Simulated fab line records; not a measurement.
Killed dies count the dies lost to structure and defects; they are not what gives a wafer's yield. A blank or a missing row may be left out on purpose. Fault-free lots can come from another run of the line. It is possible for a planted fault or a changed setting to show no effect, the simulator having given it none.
Chamber matching || flow n5_finfet || rie_diel-06 running N5_BEOL_M9_STRIP_36: 4 sister chambers
The step strips in N2/H2. 14 wafers are shown with their chamber, then 7 later ones without.

## WAFERS PAIRED WITH THEIR CHAMBERS
{"wafer": "L076.1", "chamber": 1, "drypump_motor_current_A (A)": 6.00, "showerhead_plenum_p_Torr (Torr)": 2.58, "throttle_valve_pct (%)": 23.59}
{"wafer": "L076.5", "chamber": 2, "drypump_motor_current_A (A)": 5.92, "showerhead_plenum_p_Torr (Torr)": 2.67, "throttle_valve_pct (%)": 23.77}
{"wafer": "L076.6", "chamber": 1, "drypump_motor_current_A (A)": 6.00, "showerhead_plenum_p_Torr (Torr)": 2.58, "throttle_valve_pct (%)": 23.60}
{"wafer": "L078.2", "chamber": 3, "drypump_motor_current_A (A)": 5.07, "showerhead_plenum_p_Torr (Torr)": 2.40, "throttle_valve_pct (%)": 23.83}
{"wafer": "L078.5", "chamber": 1, "drypump_motor_current_A (A)": 5.97, "showerhead_plenum_p_Torr (Torr)": 2.58, "throttle_valve_pct (%)": 23.56}
{"wafer": "L078.6", "chamber": 0, "drypump_motor_current_A (A)": 5.47, "showerhead_plenum_p_Torr (Torr)": 2.57, "throttle_valve_pct (%)": 23.26}
{"wafer": "L083.1", "chamber": 0, "drypump_motor_current_A (A)": 5.49, "showerhead_plenum_p_Torr (Torr)": 2.56, "throttle_valve_pct (%)": 23.29}
{"wafer": "L083.3", "chamber": 1, "drypump_motor_current_A (A)": 5.96, "showerhead_plenum_p_Torr (Torr)": 2.57, "throttle_valve_pct (%)": 23.62}
{"wafer": "L083.5", "chamber": 1, "drypump_motor_current_A (A)": 5.96, "showerhead_plenum_p_Torr (Torr)": 2.57, "throttle_valve_pct (%)": 23.62}
{"wafer": "L090.1", "chamber": 0, "drypump_motor_current_A (A)": 5.48, "showerhead_plenum_p_Torr (Torr)": 2.56, "throttle_valve_pct (%)": 23.31}
{"wafer": "L090.4", "chamber": 1, "drypump_motor_current_A (A)": 5.97, "showerhead_plenum_p_Torr (Torr)": 2.57, "throttle_valve_pct (%)": 23.62}
{"wafer": "L090.5", "chamber": 2, "drypump_motor_current_A (A)": 5.97, "showerhead_plenum_p_Torr (Torr)": 2.66, "throttle_valve_pct (%)": 23.78}
{"wafer": "L094.1", "chamber": 2, "drypump_motor_current_A (A)": 5.96, "showerhead_plenum_p_Torr (Torr)": 2.65, "throttle_valve_pct (%)": 23.83}
{"wafer": "L094.2", "chamber": 1, "drypump_motor_current_A (A)": 5.99, "showerhead_plenum_p_Torr (Torr)": 2.57, "throttle_valve_pct (%)": 23.64}

SIGNATURES (averages over the wafers above)
{"reading": "drypump_motor_current_A", "chamber 0": 5.4800, "chamber 1": 5.9786, "chamber 2": 5.9500, "chamber 3": 5.0700, "scatter within a chamber": 0.0187}
{"reading": "showerhead_plenum_p_Torr", "chamber 0": 2.5633, "chamber 1": 2.5743, "chamber 2": 2.6600, "chamber 3": 2.4000, "scatter within a chamber": 0.00662}
{"reading": "throttle_valve_pct", "chamber 0": 23.2867, "chamber 1": 23.6071, "chamber 2": 23.7933, "chamber 3": 23.8300, "scatter within a chamber": 0.0273}
Rule: a wafer's distance from a chamber is the root of the sum, over the readings, of the square of ((its reading less the chamber's mean) divided by the reading's scatter). The wafer belongs to the nearest chamber; if the next one is less than 2 further off, it can't be placed. How the scatter is found: for the shown wafers, subtract from each reading the mean of its chamber, square and add these, divide the total by (wafers less chambers), then take the root.

## WAFERS WITHOUT THEIR CHAMBER
{"wafer": "L094.4", "drypump_motor_current_A (A)": 5.09, "showerhead_plenum_p_Torr (Torr)": 2.71, "throttle_valve_pct (%)": 23.47}
{"wafer": "L096.1", "drypump_motor_current_A (A)": 5.08, "showerhead_plenum_p_Torr (Torr)": 2.71, "throttle_valve_pct (%)": 23.55}
{"wafer": "L096.2", "drypump_motor_current_A (A)": 5.46, "showerhead_plenum_p_Torr (Torr)": 2.55, "throttle_valve_pct (%)": 23.34}
{"wafer": "L096.3", "drypump_motor_current_A (A)": 6.00, "showerhead_plenum_p_Torr (Torr)": 2.56, "throttle_valve_pct (%)": 23.65}
{"wafer": "L097.2", "drypump_motor_current_A (A)": 5.96, "showerhead_plenum_p_Torr (Torr)": 2.56, "throttle_valve_pct (%)": 23.68}
{"wafer": "L097.4", "drypump_motor_current_A (A)": 5.06, "showerhead_plenum_p_Torr (Torr)": 2.71, "throttle_valve_pct (%)": 23.53}
{"wafer": "L097.6", "drypump_motor_current_A (A)": 5.48, "showerhead_plenum_p_Torr (Torr)": 2.55, "throttle_valve_pct (%)": 23.30}

## EACH ONE'S CHAMBER
{"wafer": "L094.4", "from the rows above": 0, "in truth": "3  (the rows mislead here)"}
{"wafer": "L096.1", "from the rows above": 0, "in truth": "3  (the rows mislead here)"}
{"wafer": "L096.2", "from the rows above": 0, "in truth": 0}
{"wafer": "L096.3", "from the rows above": 1, "in truth": 1}
{"wafer": "L097.2", "from the rows above": 1, "in truth": 1}
{"wafer": "L097.4", "from the rows above": 0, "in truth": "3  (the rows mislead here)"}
{"wafer": "L097.6", "from the rows above": 0, "in truth": 0}
Correct placement for 4 of the 7. Left unplaced by these rows: 0. Placed wrongly: 3.
